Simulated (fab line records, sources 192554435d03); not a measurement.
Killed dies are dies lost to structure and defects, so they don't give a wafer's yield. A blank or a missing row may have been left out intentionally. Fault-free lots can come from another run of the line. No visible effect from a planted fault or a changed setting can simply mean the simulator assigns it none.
Matching of chambers || flow n5-finfet || rie-diel-05 running N5_FIN_SAQP_DESCUM_21: 3 sister chambers
The step chemistry O2, time 7.9 s. 14 wafers are shown with their chamber, then 4 later ones without.

== WAFERS WITH THEIR CHAMBER ==
{"wafer": "L075.3", "chamber": 3, "drypump-motor-current-A (A)": 5.3, "showerhead-plenum-p-Torr (Torr)": 2.10, "oes-product-au (a.u.)": 0.76}
{"wafer": "L075.4", "chamber": 1, "drypump-motor-current-A (A)": 5.2, "showerhead-plenum-p-Torr (Torr)": 2.07, "oes-product-au (a.u.)": 0.75}
{"wafer": "L075.6", "chamber": 2, "drypump-motor-current-A (A)": 5.8, "showerhead-plenum-p-Torr (Torr)": 2.14, "oes-product-au (a.u.)": 0.92}
{"wafer": "L076.1", "chamber": 3, "drypump-motor-current-A (A)": 5.3, "showerhead-plenum-p-Torr (Torr)": 2.10, "oes-product-au (a.u.)": 0.77}
{"wafer": "L076.5", "chamber": 2, "drypump-motor-current-A (A)": 5.9, "showerhead-plenum-p-Torr (Torr)": 2.14, "oes-product-au (a.u.)": 0.92}
{"wafer": "L076.6", "chamber": 1, "drypump-motor-current-A (A)": 5.2, "showerhead-plenum-p-Torr (Torr)": 2.07, "oes-product-au (a.u.)": 0.76}
{"wafer": "L078.1", "chamber": 3, "drypump-motor-current-A (A)": 5.3, "showerhead-plenum-p-Torr (Torr)": 2.10, "oes-product-au (a.u.)": 0.76}
{"wafer": "L078.2", "chamber": 2, "drypump-motor-current-A (A)": 5.8, "showerhead-plenum-p-Torr (Torr)": 2.13, "oes-product-au (a.u.)": 0.89}
{"wafer": "L078.4", "chamber": 3, "drypump-motor-current-A (A)": 5.3, "showerhead-plenum-p-Torr (Torr)": 2.10, "oes-product-au (a.u.)": 0.76}
{"wafer": "L088.3", "chamber": 3, "drypump-motor-current-A (A)": 5.3, "showerhead-plenum-p-Torr (Torr)": 2.09, "oes-product-au (a.u.)": 0.74}
{"wafer": "L088.4", "chamber": 1, "drypump-motor-current-A (A)": 5.1, "showerhead-plenum-p-Torr (Torr)": 2.07, "oes-product-au (a.u.)": 0.73}
{"wafer": "L088.5", "chamber": 3, "drypump-motor-current-A (A)": 5.3, "showerhead-plenum-p-Torr (Torr)": 2.09, "oes-product-au (a.u.)": 0.75}
{"wafer": "L089.3", "chamber": 3, "drypump-motor-current-A (A)": 5.3, "showerhead-plenum-p-Torr (Torr)": 2.09, "oes-product-au (a.u.)": 0.74}
{"wafer": "L089.5", "chamber": 3, "drypump-motor-current-A (A)": 5.3, "showerhead-plenum-p-Torr (Torr)": 2.09, "oes-product-au (a.u.)": 0.75}

SIGNATURES (averages over the wafers above)
{"reading": "drypump-motor-current-A", "chamber 1": 5.167, "chamber 2": 5.833, "chamber 3": 5.300, "scatter within a chamber": 0.0348}
{"reading": "showerhead-plenum-p-Torr", "chamber 1": 2.0700, "chamber 2": 2.1367, "chamber 3": 2.0950, "scatter within a chamber": 0.00492}
{"reading": "oes-product-au", "chamber 1": 0.7467, "chamber 2": 0.9100, "chamber 3": 0.7538, "scatter within a chamber": 0.013}
Rule: distance of a wafer from a chamber = root of the sum over the readings of ((wafer's reading minus chamber's mean) / reading's scatter) squared. If the next closest chamber is less than 2 further off than the closest, the wafer can't be placed; otherwise it belongs to the closest. The scatter: the root of (the sum of the squares of (reading less its chamber's mean) over the shown wafers, divided by (wafers less chambers)).

== WAFERS WITH NO CHAMBER GIVEN ==
{"wafer": "L094.1", "drypump-motor-current-A (A)": 5.2, "showerhead-plenum-p-Torr (Torr)": 2.06, "oes-product-au (a.u.)": 0.72}
{"wafer": "L094.6", "drypump-motor-current-A (A)": 5.3, "showerhead-plenum-p-Torr (Torr)": 2.09, "oes-product-au (a.u.)": 0.73}
{"wafer": "L097.3", "drypump-motor-current-A (A)": 5.1, "showerhead-plenum-p-Torr (Torr)": 2.06, "oes-product-au (a.u.)": 0.72}
{"wafer": "L097.4", "drypump-motor-current-A (A)": 5.8, "showerhead-plenum-p-Torr (Torr)": 2.12, "oes-product-au (a.u.)": 0.85}

== WHICH CHAMBER EACH ONE RAN IN ==
{"wafer": "L094.1", "from the rows above": 1, "in truth": 1}
{"wafer": "L094.6", "from the rows above": 3, "in truth": 3}
{"wafer": "L097.3", "from the rows above": 1, "in truth": 1}
{"wafer": "L097.4", "from the rows above": 2, "in truth": 2}
4 of 4 placed correctly. From these rows, 0 cannot be placed. 0 placed wrongly.
